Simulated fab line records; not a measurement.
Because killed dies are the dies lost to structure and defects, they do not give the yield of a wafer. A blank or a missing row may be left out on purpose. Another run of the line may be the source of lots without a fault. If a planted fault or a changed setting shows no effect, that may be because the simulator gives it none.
Chamber matching + flow n5Finfet + 4 sister chambers for N5_ILD0_CMP_12 on cmp-01
The step polishes SiNx, stops on poly-Si, t overpolish 6 s, target thk 17.67 nm. 4 wafers are shown with their chamber, then 8 later ones without.

== WAFERS, EACH WITH ITS CHAMBER ==
| wafer  | chamber | motorCurrentA (A) |
|--------|---------|-------------------|
| L091.1 | 0       | 10.1              |
| L091.4 | 2       | 8.1               |
| L092.6 | 1       | 9.3               |
| L094.1 | 3       | 7.8               |

== WAFERS WITH NO CHAMBER GIVEN ==
| wafer  | motorCurrentA (A) |
|--------|-------------------|
| L094.2 | 9.7               |
| L094.4 | 10.0              |
| L095.4 | 9.7               |
| L095.5 | 9.8               |
| L095.6 | 8.3               |
| L096.1 | 9.3               |
| L096.3 | 9.9               |
| L096.5 | 10.0              |

== EACH ONE'S CHAMBER ==
| wafer  | from the rows above     | in truth |
|--------|-------------------------|----------|
| L094.2 | can't be placed: 1 or 0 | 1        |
| L094.4 | 0                       | 0        |
| L095.4 | can't be placed: 1 or 0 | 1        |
| L095.5 | can't be placed: 0 or 1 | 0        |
| L095.6 | can't be placed: 2 or 3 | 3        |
| L096.1 | 1                       | 1        |
| L096.3 | can't be placed: 0 or 1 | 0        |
| L096.5 | 0                       | 0        |
Placed correctly: 3 of 8. Can't be placed from these rows: 5 (the true chamber is among the candidates in 5). Wrongly placed: 0.
How it was worked out, from the rows above alone: a wafer's distance from a chamber is the root of the sum, over the readings, of the square of ((its reading less the chamber's mean) divided by the reading's scatter). The wafer belongs to the nearest chamber; if the next one is less than 2 further off, it can't be placed. For every chamber, the mean is computed from those of its wafers that are shown. The scatter: with one shown wafer a chamber, the root of the mean of the squares of how far each hidden wafer lies from its nearest shown one.
